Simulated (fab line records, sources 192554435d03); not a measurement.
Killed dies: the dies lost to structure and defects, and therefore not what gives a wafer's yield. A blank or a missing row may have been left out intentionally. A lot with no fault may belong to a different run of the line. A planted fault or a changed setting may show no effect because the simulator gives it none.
fab line records | flow n5-finfet
record: lots: 7 | wafers: 19 | last-day: 19
route steps=1938 shown BEOL_M14@1728 BEOL_M15@1830
lots with no fault: from the same line, run without faults
start-h: the number of hours between the record's first day and the start of the first shown wafer of the lot | wait-h: hours since the lot's step before | " repeats the value in the row above | L1.1+2: several wafers, shown together as one row | - no value, or no start was given | * or withheld: withheld | < > ~ a bound
route shown NAME@n: NAME is a module with steps in the file, n the number in the route of the first one | usual: mean/standard deviation of fault-free wafers | same: alike in all rows | chamber/n: place in a boat | sites: the reading at each site | _std_site: standard deviation across them | _edge_site: inner sites' mean taken away from outer sites' mean | radius-mm: how far each site lies from the wafer's centre | mask NAME#n: copy n | behind: the most recent tool/chamber to have shaped the wafer | hold: what put the lot on hold/how long, in hours/how the hold closed | device: which transistor (n, p or np) failed to switch | end of line: the route-end tests of the same wafers | step lacking rows: just its recipe | killed: dies that structure and defects cost at the first sort, which is not the same as the wafer's yield | map: per-die view of a wafer (x killed, . not killed, _ where there is no die)
set.NAME: the setting as run; set.NAME@STEP: as run at that earlier step | model.NAME: the simulator's own value behind a step, which no gauge read
one table for each step of the route and one row for each wafer, over a sample of lots
services: a tool's chamber out of use, with start hour (start-h, from the record's first day; less than 0 if before it), hours out, and reason
== steps ==
step: N5_BEOL_M14_INSPECT_12
recipe: mode: adi | inspect-instrument: macro
usual: raw-defect-count: 2.1/1.4
lot.wafer | tool              | chamber | start-h | wait-h | raw-defect-count
L892.1    | defect-inspect-02 | -       | 289.69  | 0.0    | 1
L892.2    | "                 | -       | "       | "      | 2
L892.6    | "                 | -       | "       | "      | 1
L899.1    | defect-inspect-02 | -       | 328.09  | 0.0    | 3
L899.2    | "                 | -       | "       | "      | 5
L899.3    | "                 | -       | "       | "      | 2
L902.3    | defect-inspect-02 | -       | 355.94  | 0.0    | 1
L902.5    | "                 | -       | "       | "      | 1
L904.3    | defect-inspect-01 | -       | 368.39  | 0.0    | 2
L904.5    | "                 | -       | "       | "      | 4
L909.1    | defect-inspect-01 | -       | 400.21  | 0.0    | 0
L909.3    | "                 | -       | "       | "      | 1
L909.5    | "                 | -       | "       | "      | 1
L911.1    | defect-inspect-02 | -       | 404.87  | 0.0    | 1
L911.4    | "                 | -       | "       | "      | 3
L911.6    | "                 | -       | "       | "      | 1
L913.1    | defect-inspect-01 | -       | 424.88  | 0.0    | 3
L913.3    | "                 | -       | "       | "      | 4
L913.6    | "                 | -       | "       | "      | 2
step: N5_BEOL_M14_ETCH_68
recipe: chemistry: N2/H2 | target: SOC | mask-material: SiARC | source-w: 3000 | bias-w: 350 | temp-c: 40 | time-s: 450 | ion-energy-ev: 200 | pressure-mtorr: 30 | n2-flow-sccm: 200 | h2-flow-sccm: 200
usual: drypump-motor-current-A: 5.7/0.4 | oes-product-au: 0.81/0.098 | rf-vpp-V: 524.0/1.6 | showerhead-plenum-p-Torr: 2.54/0.05 | throttle-valve-pct: 17.74/0.21
lot.wafer | tool        | chamber | start-h | wait-h | drypump-motor-current-A | oes-product-au | rf-hours-counter-h | rf-vpp-V | showerhead-plenum-p-Torr | throttle-valve-pct
L892.1    | rie-diel-05 | 3       | 291.21  | 0.1    | 5.4                     | 0.82           | 70                 | 525.4    | 2.59                     | 17.82
L892.2    | "           | 1       | "       | "      | 5.4                     | 0.71           | 212                | 524.0    | 2.52                     | 18.06
L892.6    | "           | 0       | "       | "      | 6.3                     | 0.68           | -                  | 523.7    | 2.51                     | 18.00
L899.1    | rie-diel-05 | 0       | 329.35  | 0.1    | 6.2                     | 0.67           | 226                | 523.0    | 2.50                     | 18.04
L899.2    | "           | 2       | "       | "      | 5.5                     | 0.93           | 12                 | 522.7    | 2.50                     | 17.42
L899.3    | "           | 3       | "       | "      | 5.3                     | 0.82           | 85                 | 524.2    | 2.58                     | 17.84
L902.3    | rie-diel-05 | 2       | 357.35  | 0.1    | 5.5                     | 0.91           | 21                 | 523.4    | 2.50                     | 17.43
L902.5    | "           | 0       | "       | "      | 6.2                     | 0.67           | -                  | 521.9    | 2.50                     | 18.04
L904.3    | rie-diel-05 | 1       | 369.47  | 0.1    | 5.4                     | 0.68           | 241                | 523.6    | 2.51                     | 18.09
L904.5    | "           | 2       | "       | "      | 5.5                     | 0.89           | -                  | 522.8    | 2.50                     | 17.46
L909.1    | rie-diel-02 | 0       | 401.27  | 0.1    | 5.2                     | 0.84           | 44                 | 525.3    | 2.58                     | 17.68
L909.3    | "           | 1       | "       | "      | 5.0                     | 0.88           | 38                 | 522.7    | 2.47                     | 17.49
L909.5    | "           | 0       | "       | "      | 5.1                     | 0.85           | -                  | 526.1    | 2.57                     | 17.68
L911.1    | rie-diel-06 | 0       | 406.08  | 0.1    | 5.8                     | 0.80           | 116                | 524.4    | 2.54                     | 17.88
L911.4    | "           | 1       | "       | "      | 5.8                     | 0.77           | -                  | 525.3    | 2.58                     | 17.78
L911.6    | "           | 0       | "       | "      | 5.8                     | 0.80           | -                  | 523.6    | 2.54                     | 17.89
L913.1    | rie-diel-06 | 1       | 426.07  | 0.1    | 5.7                     | 0.75           | 126                | 524.8    | 2.58                     | 17.80
L913.3    | "           | 0       | "       | "      | 5.8                     | 0.79           | 123                | 523.7    | 2.54                     | 17.90
L913.6    | "           | 2       | "       | "      | 6.3                     | 0.94           | -                  | 522.8    | 2.48                     | 17.52
step: N5_BEOL_M14_TRENCH_ETCH_34
recipe: chemistry: C4F8/O2/Ar | target: SiO2 | target-depth-a: 5566.5 | mask-material: SOC | he-inner-torr: 15 | he-outer-torr: 30 | time-s: 126.9 | ion-energy-ev: 800 | pressure-mtorr: 20 | source-w: 1905 | bias-w: 2040 | Ar_flow_sccm: 400 | C4F8_flow_sccm: 16 | O2_flow_sccm: 12
usual: drypump-motor-current-A: 5.7/0.4 | oes-product-au: 0.81/0.092 | rf-vpp-V: 2211/34 | showerhead-plenum-p-Torr: 3.43/0.057 | throttle-valve-pct: 30.82/0.15
lot.wafer | tool        | chamber | start-h | wait-h | drypump-motor-current-A | oes-product-au | rf-hours-counter-h | rf-vpp-V | showerhead-plenum-p-Torr | throttle-valve-pct
L892.1    | rie-diel-05 | 3       | 291.48  | 0.0    | 5.4                     | 0.84           | 70                 | 2178     | 3.46                     | 30.80
L892.2    | "           | 1       | "       | "      | 5.4                     | 0.71           | 212                | 2199     | 3.38                     | 30.96
L892.6    | "           | 0       | "       | "      | 6.2                     | 0.67           | -                  | 2228     | 3.40                     | 31.13
L899.1    | rie-diel-05 | 0       | 329.63  | 0.0    | 6.3                     | 0.67           | 226                | 2228     | 3.39                     | 31.13
L899.2    | "           | 2       | "       | "      | 5.5                     | 0.91           | 12                 | 2223     | 3.39                     | 30.60
L899.3    | "           | 3       | "       | "      | 5.3                     | 0.81           | 85                 | 2179     | 3.46                     | 30.81
L902.3    | rie-diel-05 | 2       | 357.62  | 0.0    | 5.5                     | 0.90           | 21                 | 2226     | 3.39                     | 30.61
L902.5    | "           | 0       | "       | "      | 6.3                     | 0.66           | -                  | 2226     | 3.39                     | 31.13
L904.3    | rie-diel-05 | 1       | 369.74  | 0.0    | 5.4                     | 0.69           | 241                | 2197     | 3.36                     | 30.99
L904.5    | "           | 2       | "       | "      | 5.5                     | 0.88           | -                  | 2225     | 3.38                     | 30.62
L909.1    | rie-diel-02 | 0       | 401.55  | 0.0    | 5.2                     | 0.86           | 44                 | 2188     | 3.48                     | 30.86
L909.3    | "           | 1       | "       | "      | 5.0                     | 0.86           | 38                 | 2197     | 3.37                     | 30.79
L909.5    | "           | 0       | "       | "      | 5.2                     | 0.85           | -                  | 2188     | 3.48                     | 30.85
L911.1    | rie-diel-06 | 0       | 406.35  | 0.0    | 5.8                     | 0.79           | 116                | 2239     | 3.43                     | 30.99
L911.4    | "           | 1       | "       | "      | 5.7                     | 0.76           | -                  | 2206     | 3.46                     | 30.71
L911.6    | "           | 0       | "       | "      | 5.8                     | 0.79           | -                  | 2240     | 3.43                     | 30.99
L913.1    | rie-diel-06 | 1       | 426.35  | 0.0    | 5.8                     | 0.76           | 127                | 2205     | 3.46                     | 30.72
L913.3    | "           | 0       | "       | "      | 5.8                     | 0.78           | 123                | 2240     | 3.43                     | 30.99
L913.6    | "           | 2       | "       | "      | 6.3                     | 0.93           | -                  | 2280     | 3.37                     | 30.77
step: N5_BEOL_M14_OCD_MEAS_35
usual: trench-depth-nm: 556/11
lot.wafer | tool   | chamber | start-h | wait-h | trench-depth-nm
L892.1    | ocd-02 | -       | 291.64  | 0.0    | 580
L892.2    | "      | -       | "       | "      | 554
L892.6    | "      | -       | "       | "      | 543
L899.1    | ocd-02 | -       | 329.78  | 0.0    | 537
L899.2    | "      | -       | "       | "      | 550
L899.3    | "      | -       | "       | "      | 573
L902.3    | ocd-02 | -       | 357.78  | 0.0    | 552
L902.5    | "      | -       | "       | "      | 509
L904.3    | ocd-02 | -       | 369.90  | 0.0    | 549
L904.5    | "      | -       | "       | "      | 523
L909.1    | ocd-02 | -       | 401.70  | 0.0    | 564
L909.3    | "      | -       | "       | "      | 542
L909.5    | "      | -       | "       | "      | 563
L911.1    | ocd-02 | -       | 406.51  | 0.0    | 551
L911.4    | "      | -       | "       | "      | 560
L911.6    | "      | -       | "       | "      | 553
L913.1    | ocd-02 | -       | 426.50  | 0.0    | 566
L913.3    | "      | -       | "       | "      | 556
L913.6    | "      | -       | "       | "      | 561
step: N5_BEOL_M14_PRE_CLEAN_42
recipe: gas: H2/He | time-s: 30 | temp-c: 300
usual: heater-power-w: 483/51
lot.wafer | tool           | chamber | start-h | wait-h | heater-power-w
L892.1    | pvd-sputter-03 | -       | 294.05  | 0.0    | 437
L892.2    | "              | -       | "       | "      | 423
L892.6    | "              | -       | "       | "      | 495
L899.1    | pvd-sputter-02 | -       | 330.57  | 0.0    | 412
L899.2    | "              | -       | "       | "      | 407
L899.3    | "              | -       | "       | "      | 475
L902.3    | pvd-sputter-01 | -       | 360.63  | 0.0    | 509
L902.5    | "              | -       | "       | "      | 539
L904.3    | pvd-sputter-03 | -       | 374.23  | 0.0    | 471
L904.5    | "              | -       | "       | "      | 438
L909.1    | pvd-sputter-01 | -       | 403.96  | 0.0    | 547
L909.3    | "              | -       | "       | "      | 510
L909.5    | "              | -       | "       | "      | 441
L911.1    | pvd-sputter-01 | -       | 407.98  | 0.0    | 553
L911.4    | "              | -       | "       | "      | 497
L911.6    | "              | -       | "       | "      | 511
L913.1    | pvd-sputter-02 | -       | 427.47  | 0.0    | 591
L913.3    | "              | -       | "       | "      | 471
L913.6    | "              | -       | "       | "      | 413
step: N5_BEOL_M14_THK_MEAS_50
recipe: thk-meas-gauge: xrf | reads: Cu_of_BEOL_M14_ECD_47
usual: M14_THK: 552/12
lot.wafer | tool          | chamber | start-h | wait-h | M14_THK[nm]
L892.1    | film-metro-01 | -       | 295.15  | -      | 579
L892.2    | "             | -       | "       | "      | 552
L892.6    | "             | -       | "       | "      | 540
L899.1    | film-metro-02 | -       | 331.67  | -      | 533
L899.2    | "             | -       | "       | "      | 545
L899.3    | "             | -       | "       | "      | 568
L902.3    | film-metro-02 | -       | 361.73  | -      | 550
L902.5    | "             | -       | "       | "      | 507
L904.3    | film-metro-01 | -       | 375.81  | -      | 548
L904.5    | "             | -       | "       | "      | 520
L909.1    | film-metro-01 | -       | 406.04  | -      | 562
L909.3    | "             | -       | "       | "      | 542
L909.5    | "             | -       | "       | "      | 564
L911.1    | film-metro-01 | -       | 409.23  | -      | 552
L911.4    | "             | -       | "       | "      | 558
L911.6    | "             | -       | "       | "      | 551
L913.1    | film-metro-01 | -       | 428.57  | -      | 559
L913.3    | "             | -       | "       | "      | 552
L913.6    | "             | -       | "       | "      | 559
step: N5_BEOL_M14_RS_MEAS_54
recipe: thk-meas-gauge: four-point-probe | reads: Cu_of_BEOL_M14_ECD_47+Ta_of_BEOL_M14_SPUTTER_44+TaN_of_BEOL_M14_SPUTTER_43
usual: M14_RS: 0.0333/0.00067
lot.wafer | tool          | chamber | start-h | wait-h | M14_RS[ohm/sq]
L892.1    | film-metro-01 | -       | 295.28  | 0.0    | 0.0319
L892.2    | "             | -       | "       | "      | 0.0334
L892.6    | "             | -       | "       | "      | 0.0342
L899.1    | film-metro-01 | -       | 331.80  | 0.0    | 0.0345
L899.2    | "             | -       | "       | "      | 0.0336
L899.3    | "             | -       | "       | "      | 0.0324
L902.3    | film-metro-02 | -       | 361.86  | 0.1    | 0.0335
L902.5    | "             | -       | "       | "      | 0.0364
L904.3    | film-metro-02 | -       | 375.94  | 0.1    | 0.0336
L904.5    | "             | -       | "       | "      | 0.0354
L909.1    | film-metro-01 | -       | 406.17  | 0.0    | 0.0328
L909.3    | "             | -       | "       | "      | 0.0340
L909.5    | "             | -       | "       | "      | 0.0328
L911.1    | film-metro-02 | -       | 409.36  | 0.0    | 0.0335
L911.4    | "             | -       | "       | "      | 0.0330
L911.6    | "             | -       | "       | "      | 0.0336
L913.1    | film-metro-02 | -       | 428.70  | 0.0    | 0.0328
L913.3    | "             | -       | "       | "      | 0.0333
L913.6    | "             | -       | "       | "      | 0.0329
step: N5_BEOL_M15_RC_MEAS_101
usual: COMB_M10: 1.47e-11/2.9e-12 | COMB_M11: 1.5e-11/3.1e-12 | COMB_M11_max_site: 2.2e-11/5.7e-12 | COMB_M12: 6.5e-12/1.3e-12 | COMB_M13: 4.9e-12/1.1e-12 | COMB_M14: 3.6e-12/8.2e-13 | COMB_M15: 2.7e-12/6.3e-13 | COMB_M5: 3.6e-11/7.7e-12 | COMB_M6: 2.6e-11/5.4e-12 | COMB_M7: 2.6e-11/5.6e-12 | COMB_M8: 2.5e-11/4.9e-12 | COMB_M9: 1.4e-11/3.1e-12 | SERP_M10: 3.10/0.093 | SERP_M11: 3.10/0.097 | SERP_M12: 0.629/0.018 | SERP_M13: 0.314/0.0072 | SERP_M14: 0.160/0.0037 | SERP_M14_max_site: 0.162/0.0038 | SERP_M5: 38.1/1.8 | SERP_M6: 14.0/0.5 | SERP_M7: 13.9/0.6 | SERP_M8: 13.8/0.57 | SERP_M9: 3.09/0.09
lot.wafer | tool      | chamber | start-h | wait-h | COMB_M10[S/m] | COMB_M11[S/m] | COMB_M11_max_site[S/m] | COMB_M12[S/m] | COMB_M13[S/m] | COMB_M14[S/m] | COMB_M15[S/m] | COMB_M5[S/m] | COMB_M6[S/m] | COMB_M7[S/m] | COMB_M8[S/m] | COMB_M9[S/m] | SERP_M10[ohm/um] | SERP_M11[ohm/um] | SERP_M12[ohm/um] | SERP_M13[ohm/um] | SERP_M14[ohm/um] | SERP_M14_max_site[ohm/um] | SERP_M5[ohm/um] | SERP_M6[ohm/um] | SERP_M7[ohm/um] | SERP_M8[ohm/um] | SERP_M9[ohm/um]
L892.1    | prober-02 | 0       | 302.23  | 0.2    | 1.02e-11      | 2e-11         | 2.7e-11                | 4.6e-12       | 5e-12         | 2.2e-12       | 2.4e-12       | 3.4e-11      | 3.3e-11      | 1.8e-11      | 2.5e-11      | 1.3e-11      | 3.30             | 3.18             | 0.673            | 0.316            | 0.152            | 0.153                     | 39.1            | 14.3            | 13.2            | 13.7            | 3.15
L892.2    | "         | 0       | "       | "      | 7.3e-12       | 1.6e-11       | 1.9e-11                | 6.2e-12       | 5.2e-12       | 2.4e-12       | 2.1e-12       | 4e-11        | 3.4e-11      | 1.7e-11      | 1.4e-11      | 1.3e-11      | 3.07             | 3.13             | 0.644            | 0.313            | 0.161            | 0.162                     | 39.1            | 14.4            | 13.8            | 13.8            | 3.23
L892.6    | "         | 0       | "       | "      | 1.49e-11      | 1.3e-11       | 1.7e-11                | 6.3e-12       | 4.9e-12       | 2.6e-12       | 2.5e-12       | 3.9e-11      | 3.3e-11      | 1.4e-11      | 1.9e-11      | 1.5e-11      | 3.35             | 3.14             | 0.661            | 0.309            | 0.164            | 0.167                     | 39.2            | 13.7            | 13.8            | 13.7            | 3.10
L899.1    | prober-01 | 0       | 337.14  | 0.0    | 1.63e-11      | 1.9e-11       | 2.2e-11                | 5.4e-12       | 6.7e-12       | 3.6e-12       | 2.7e-12       | 4.6e-11      | 3.2e-11      | 2.9e-11      | 1.9e-11      | 1.8e-11      | 2.89             | 3.13             | 0.620            | 0.310            | 0.167            | 0.171                     | 37.9            | 15.0            | 14.9            | 13.4            | 3.05
L899.2    | "         | 0       | "       | "      | 1.81e-11      | 1.7e-11       | 2.3e-11                | 4.4e-12       | 4.1e-12       | 2.4e-12       | 2.5e-12       | 3.3e-11      | 2.6e-11      | 2.4e-11      | 2.7e-11      | 1.6e-11      | 3.04             | 3.19             | 0.644            | 0.322            | 0.161            | 0.163                     | 38.5            | 15.2            | 12.9            | 13.9            | 2.93
L899.3    | "         | 0       | "       | "      | 1.59e-11      | 1.7e-11       | 2.1e-11                | 6.6e-12       | 5.9e-12       | 4.6e-12       | 2.9e-12       | 4.2e-11      | 2e-11        | 1.9e-11      | 3e-11        | 1.5e-11      | 3.12             | 3.19             | 0.610            | 0.326            | 0.156            | 0.158                     | 34.9            | 14.8            | 14.3            | 13.7            | 3.18
L902.3    | prober-02 | 0       | 367.74  | 0.3    | 1.98e-11      | 1e-11         | 1.7e-11                | 5.9e-12       | 5.8e-12       | 4.3e-12       | 2.2e-12       | 2.8e-11      | 2.4e-11      | 1.6e-11      | 2.6e-11      | 1.4e-11      | 3.04             | 3.18             | 0.640            | 0.303            | 0.160            | 0.163                     | 38.9            | 13.5            | 14.1            | 12.9            | 3.28
L902.5    | "         | 0       | "       | "      | 2.26e-11      | 1.2e-11       | 1.7e-11                | 6.2e-12       | 4.7e-12       | 4.1e-12       | 1.8e-12       | 3.1e-11      | 2.5e-11      | 2.1e-11      | 1.9e-11      | 1.3e-11      | 3.00             | 3.14             | 0.613            | 0.303            | 0.177            | 0.179                     | 34.7            | 13.8            | 14.4            | 14.2            | 3.16
L904.3    | prober-02 | 0       | 381.57  | 0.3    | 1.74e-11      | 1.2e-11       | 1.5e-11                | 8.6e-12       | 4.9e-12       | 1.7e-12       | 2.2e-12       | 2.8e-11      | 2.8e-11      | 2.4e-11      | 2.1e-11      | 1.6e-11      | 3.20             | 2.91             | 0.626            | 0.325            | 0.163            | 0.164                     | 37.0            | 13.5            | 13.5            | 14.2            | 3.05
L904.5    | "         | 0       | "       | "      | 1.74e-11      | 1.5e-11       | 2.3e-11                | 6.6e-12       | 5.2e-12       | 2.5e-12       | 1.8e-12       | 3.5e-11      | 2.6e-11      | 2.4e-11      | 1.7e-11      | 1.1e-11      | 3.03             | 2.98             | 0.620            | 0.317            | 0.172            | 0.174                     | 38.1            | 14.0            | 13.2            | 13.5            | 3.20
L909.1    | prober-01 | 0       | 412.73  | 0.0    | 1.78e-11      | 1.9e-11       | 3.6e-11                | 6.3e-12       | 5.6e-12       | 3e-12         | 1.9e-12       | 3.9e-11      | 3.2e-11      | 2.9e-11      | 2.4e-11      | 1.2e-11      | 2.98             | 3.13             | 0.648            | 0.316            | 0.157            | 0.159                     | 39.1            | 13.4            | 14.8            | 14.6            | 3.24
L909.3    | "         | 0       | "       | "      | 1.75e-11      | 1.8e-11       | 2.9e-11                | 6.4e-12       | 6.9e-12       | 2.9e-12       | 3.1e-12       | 5.1e-11      | 2.4e-11      | 2.9e-11      | 2.3e-11      | 1.5e-11      | 2.94             | 3.00             | 0.609            | 0.304            | 0.159            | 0.161                     | 42.0            | 13.0            | 13.8            | 14.5            | 3.14
L909.5    | "         | 0       | "       | "      | 1.69e-11      | 1.7e-11       | 2.8e-11                | 7.3e-12       | 4.8e-12       | 3.6e-12       | 3.1e-12       | 2.9e-11      | 2.5e-11      | 3.1e-11      | 2.2e-11      | 1.4e-11      | 2.96             | 3.11             | 0.593            | 0.307            | 0.153            | 0.155                     | 39.2            | 14.2            | 14.0            | 13.9            | 2.94
L911.1    | prober-01 | 0       | 417.42  | 0.0    | 1.64e-11      | 1.6e-11       | 2e-11                  | 6.1e-12       | 5.8e-12       | 3.5e-12       | 3.7e-12       | 3.9e-11      | 2.1e-11      | 2.7e-11      | 1.9e-11      | 1.6e-11      | 3.25             | 3.10             | 0.631            | 0.306            | 0.162            | 0.165                     | 36.8            | 13.5            | 13.8            | 14.0            | 3.11
L911.4    | "         | 0       | "       | "      | 9.6e-12       | 1.7e-11       | 2.6e-11                | 6.8e-12       | 4.3e-12       | 4e-12         | 3e-12         | 4.4e-11      | 2.8e-11      | 2e-11        | 2.6e-11      | 1.6e-11      | 3.23             | 2.98             | 0.630            | 0.301            | 0.164            | 0.166                     | 39.9            | 14.0            | 14.5            | 13.6            | 3.12
L911.6    | "         | 0       | "       | "      | 1.79e-11      | 1.4e-11       | 2.3e-11                | 6.4e-12       | 4.9e-12       | 3.1e-12       | 2.9e-12       | 4.1e-11      | 2.8e-11      | 2.5e-11      | 2.5e-11      | 1.7e-11      | 3.14             | 3.13             | 0.633            | 0.310            | 0.162            | 0.163                     | 37.1            | 14.2            | 13.6            | 13.4            | 3.12
L913.1    | prober-01 | 0       | 434.54  | 0.0    | 1.93e-11      | 1.5e-11       | 2e-11                  | 5.7e-12       | 6.4e-12       | 4.8e-12       | 3.4e-12       | 3.3e-11      | 2.1e-11      | 2.6e-11      | 2.2e-11      | 1.2e-11      | 3.13             | 3.19             | 0.643            | 0.314            | 0.161            | 0.163                     | 38.7            | 14.5            | 13.6            | 14.3            | 3.14
L913.3    | "         | 0       | "       | "      | 1.66e-11      | 1.6e-11       | 2e-11                  | 9.5e-12       | 4.5e-12       | 3.4e-12       | 3.4e-12       | 2.8e-11      | 2.7e-11      | 2.5e-11      | 2.5e-11      | 1.5e-11      | 3.11             | 3.16             | 0.642            | 0.317            | 0.163            | 0.164                     | 38.0            | 14.1            | 13.9            | 14.5            | 3.04
L913.6    | "         | 0       | "       | "      | 1.7e-11       | 1.9e-11       | 2.1e-11                | 7.1e-12       | 5.9e-12       | 5.9e-12       | 3.1e-12       | 5.1e-11      | 2e-11        | 3e-11        | 2.1e-11      | 1.6e-11      | 2.95             | 3.16             | 0.614            | 0.306            | 0.160            | 0.162                     | 36.7            | 14.3            | 14.1            | 14.0            | 3.14
sites SERP_M14 radius-mm=0,75,75,75,75,140,140,140,140
L892.1 0.153 0.152 0.151 0.152 0.153 0.151 0.153 0.152 0.153
L899.1 0.167 0.171 0.165 0.169 0.167 0.166 0.166 0.168 0.168
L902.3 0.163 0.160 0.162 0.160 0.161 0.160 0.161 0.158 0.158
L904.3 0.161 0.163 0.163 0.163 0.164 0.162 0.164 0.162 0.161
L909.1 0.157 0.157 0.158 0.159 0.156 0.154 0.156 0.157 0.156
L911.1 0.162 0.162 0.160 0.161 0.162 0.164 0.165 0.164 0.162
L913.1 0.161 0.162 0.162 0.162 0.163 0.160 0.159 0.160 0.161
== services ==
tool           | chamber | start-h | hours | kind
rie-diel-02    | 1       | 269.00  | -     | clean
rie-diel-02    | 1       | 269.00  | -     | consumable-replace:focus-ring
rie-diel-02    | 2       | 274.60  | 2.7   | repair
rie-diel-05    | 2       | 276.14  | -     | clean
rie-diel-05    | 2       | 276.14  | -     | consumable-replace:focus-ring
rie-diel-05    | 2       | 276.14  | 16.3  | scheduled-down
rie-diel-05    | 2       | 276.14  | 16.3  | vent-cycle
rie-diel-06    | 2       | 318.16  | 10.9  | repair
rie-diel-02    | 0       | 359.18  | 8.3   | repair
rie-diel-06    | -       | 369.08  | 2.8   | pm
rie-diel-06    | 3       | 388.92  | -     | clean
rie-diel-06    | 3       | 388.92  | -     | consumable-replace:focus-ring
rie-diel-06    | 3       | 388.92  | 19.5  | scheduled-down
rie-diel-06    | 3       | 388.92  | 19.5  | vent-cycle
rie-diel-02    | 0       | 396.89  | 2.6   | repair
pvd-sputter-02 | -       | 398.94  | 1.0   | repair
rie-diel-05    | 0       | 399.21  | -     | clean
rie-diel-05    | 0       | 399.21  | -     | consumable-replace:focus-ring
rie-diel-05    | 0       | 399.21  | 20.1  | scheduled-down
rie-diel-05    | 0       | 399.21  | 20.1  | vent-cycle
rie-diel-05    | 1       | 419.35  | -     | clean
rie-diel-05    | 1       | 419.35  | -     | consumable-replace:focus-ring
rie-diel-05    | 1       | 419.35  | 12.4  | scheduled-down
rie-diel-05    | 1       | 419.35  | 12.4  | vent-cycle
== key ==
first-sign: step: N5_BEOL_M14_OCD_MEAS_35 | reading: trench-depth-nm | direction: down | sigmas: 3.6 | usual: 556 | struck: 516
effect: step: N5_BEOL_M14_THK_MEAS_50 | reading: M14_THK | direction: down | sigmas: 3.3 | usual: 552 | struck: 513
effect: step: N5_BEOL_M14_RS_MEAS_54 | reading: M14_RS | direction: up | sigmas: 3.9 | usual: 0.0333 | struck: 0.0359
effect: step: N5_BEOL_M15_RC_MEAS_101 | reading: SERP_M14 | direction: up | sigmas: 3.9 | usual: 0.160 | struck: 0.175
met-at N5_BEOL_M14_TRENCH_ETCH_34
struck-lots L902,L904
struck-wafers L902.5,L904.5
not-acting-at N5_BEOL_M14_INSPECT_12,N5_BEOL_M14_ETCH_68,N5_BEOL_M14_PRE_CLEAN_42
onset-between 329.63 357.62
fault: kind: process-parameter-drift | tool: rie-diel-05 | chamber: - | onset-h: 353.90 | steps: N5_BEOL_M14_TRENCH_ETCH_34 | channel: time-s | offset: * | shape: step | end-h: 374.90 | scope: struck-wafers-only | acts-in: * | stated: *
